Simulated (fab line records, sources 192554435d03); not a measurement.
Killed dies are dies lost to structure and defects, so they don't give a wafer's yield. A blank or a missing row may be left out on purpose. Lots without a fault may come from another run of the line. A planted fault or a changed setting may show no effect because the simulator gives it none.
A struck lot beside a sound one | flow n5_finfet | 16 steps out of a route of 1938
Sound: wafers L169.1, L169.5. Struck: wafer L181.6. (L181.1, L181.3 of the same lot were not struck and are left out.) The cause comes at the end.
At each step with rows: each side's tool, then ch and its chambers, then its first start. Under that, the readings that differ: sound wafers | struck wafers | difference of the means | sigmas: that difference in standard deviations of wafers without a fault.
alike: readings whose means differ by less than 2 such deviations, and words and numbers that are the same on both sides. not compared: withheld readings, readings that some wafer has no value for, bounds like >300 that may hide the same value, and numbers for which the record gives no deviation and whose values overlap.
The two part at a step that has a row with sigmas, a row that says differs or no value, or rows on one side only. Numbers that don't overlap but have no deviation are shown without sigmas and don't part them. A reading that every wafer of one side lacks parts them only if that side has two wafers or more.

first, 8 steps without rows for these wafers: N5_BEOL_M4_COAT_62 (time 60 s, resist thk 12 nm); N5_BEOL_M4_COAT_73 (time 60 s, resist thk 5 nm); N5_BEOL_M4_COAT_05 (resist thk 30 nm); N5_BEOL_M4_EBR_07; N5_BEOL_M4_SOFTBAKE_06 (time 60 s); N5_BEOL_M4_EXPOSE_08 (exposes mask M4); N5_BEOL_M4_PEB_09 (peb time 60 s); N5_BEOL_M4_DEVELOP_10 (develop time 30 s).
N5_BEOL_M4_CD_MEAS_11: target cd 16.79 nm.
  sound on cd_sem-02 ch 0, day 10 15:40; struck on cd_sem-03 ch 0, day 12 05:11
  reading    | sound       | struck | difference | sigmas
  cd_nm (nm) | 16.77 16.78 | 17.43  | +0.66      | +2
N5_BEOL_M4_OVL_MEAS_12:
  sound on overlay-01 ch 0, day 10 15:41; struck on overlay-01 ch 0, day 12 05:13
  alike: M4_OVL
N5_BEOL_M4_INSPECT_13: inspects for defects (brightfield).
  sound on defect_inspect-02, day 10 15:45; struck on defect_inspect-01, day 12 05:16
  alike: raw_defect_count
N5_BEOL_M4_DESCUM_16: chemistry O2, time 7 s.
  sound on rie_diel-04 ch 1,2, day 10 15:47; struck on rie_diel-04 ch 1, day 12 05:18
  alike: drypump_motor_current_A, oes_product_au, rf_vpp_V, showerhead_plenum_p_Torr, throttle_valve_pct
  not compared: rf_hours_counter_h
N5_BEOL_M4_ETCH_74: etches underlayer in N2/H2, target depth 6.5 nm, time 5.2 s.
  sound on rie_diel-04 ch 1,2, day 10 15:49; struck on rie_diel-04 ch 1, day 12 05:20
  reading               | sound     | struck | difference | sigmas
  etch_rf_on_time_s (s) | 5.49 5.75 | 7.03   | +1.41      | +5
  alike: drypump_motor_current_A, oes_product_au, rf_vpp_V, showerhead_plenum_p_Torr, throttle_valve_pct
  not compared: rf_hours_counter_h
N5_BEOL_M4_ETCH_63: etches SiARC in CF4, target depth 15.6 nm, time 26 s.
  sound on rie_diel-04 ch 1,2, day 10 15:50; struck on rie_diel-04 ch 1, day 12 05:21
  alike: drypump_motor_current_A, etch_rf_on_time_s, oes_product_au, rf_vpp_V, showerhead_plenum_p_Torr, throttle_valve_pct
  not compared: rf_hours_counter_h
N5_BEOL_M4_RC_MEAS_101:
  sound on prober-02 ch 0, day 10 22:34; struck on prober-02 ch 0, day 12 15:29
  alike: DIBL_N, DIBL_P, IOFF_N, IOFF_P, ION_N, ION_P, SS_N, SS_P, VT_N, VT_P
-- the record jumps here: 5 days lie between the struck wafers' starts before and after (it left off in module BEOL_M4 and takes up again in module PASSIVATION, whose first step shown is number 1936 of the route) --
N5_PASSIVATION_PROBE_49:
  sound on prober-01, day 16 06:39; struck on prober-02, day 17 15:22
  alike: defect_limited_yield, killed_at_M0_to_M3, killed_at_M4_up, killed_at_contacts, killed_at_front_end, killed_at_other, killed_dies, killed_open, killed_short, sort_bin_4_leakage, sort_bin_5_function, sort_bin_6_memory, sort_bin_8_speed, sort_n_pass, sort_yield_pct

WHERE THEY PART
First at N5_BEOL_M4_CD_MEAS_11; last, within this record, at N5_BEOL_M4_ETCH_74. Later steps at which nothing parts them and some readings are alike: N5_BEOL_M4_ETCH_63, N5_BEOL_M4_RC_MEAS_101, N5_PASSIVATION_PROBE_49.

WHY: what the simulator had put in
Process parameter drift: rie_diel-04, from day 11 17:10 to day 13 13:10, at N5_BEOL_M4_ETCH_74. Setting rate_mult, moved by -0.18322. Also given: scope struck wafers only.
